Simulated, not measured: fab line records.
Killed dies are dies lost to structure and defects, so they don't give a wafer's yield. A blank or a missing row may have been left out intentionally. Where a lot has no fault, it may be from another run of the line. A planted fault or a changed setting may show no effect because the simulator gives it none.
Chamber matching / flow nandHarc / cmp-02 running NHARC_THIN_TSV_CMP_21: 4 sister chambers
The step polishes, t overpolish 30 s, target thk 2000 nm. 4 wafers are shown with their chamber, then 7 later ones without.

== EACH WAFER AND ITS CHAMBER ==
wafer=L133.1; chamber=1; motorCurrentA (A)=13.2
wafer=L133.5; chamber=3; motorCurrentA (A)=12.6
wafer=L137.2; chamber=0; motorCurrentA (A)=13.0
wafer=L137.3; chamber=2; motorCurrentA (A)=10.6

== WAFERS MISSING THEIR CHAMBER ==
wafer=L137.5; motorCurrentA (A)=13.5
wafer=L140.1; motorCurrentA (A)=13.1
wafer=L140.3; motorCurrentA (A)=13.5
wafer=L140.4; motorCurrentA (A)=10.2
wafer=L148.1; motorCurrentA (A)=12.1
wafer=L148.3; motorCurrentA (A)=13.4
wafer=L148.6; motorCurrentA (A)=12.2

== CHAMBER TAKEN BY EACH ==
wafer=L137.5; from the rows above=can't be placed: 1 or 0 or 3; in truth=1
wafer=L140.1; from the rows above=can't be placed: 0 or 1 or 3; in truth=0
wafer=L140.3; from the rows above=can't be placed: 1 or 0 or 3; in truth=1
wafer=L140.4; from the rows above=2; in truth=2
wafer=L148.1; from the rows above=can't be placed: 3 or 0 or 1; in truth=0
wafer=L148.3; from the rows above=can't be placed: 1 or 0 or 3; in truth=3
wafer=L148.6; from the rows above=can't be placed: 3 or 0 or 1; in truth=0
Placed correctly: 1 of 7. Can't be placed from these rows: 6 (the true chamber is among the candidates in 6). 0 placed wrongly.
How it was worked out, from the rows above alone: a wafer's distance from a chamber is the root of the sum, over the readings, of the square of ((its reading less the chamber's mean) divided by the reading's scatter). The wafer belongs to the nearest chamber; if the next one is less than 2 further off, it can't be placed. Each chamber's mean is taken over the wafers shown for it. The scatter (one wafer shown for each chamber): square how far every hidden wafer sits from the nearest shown wafer, average those squares and take the square root.
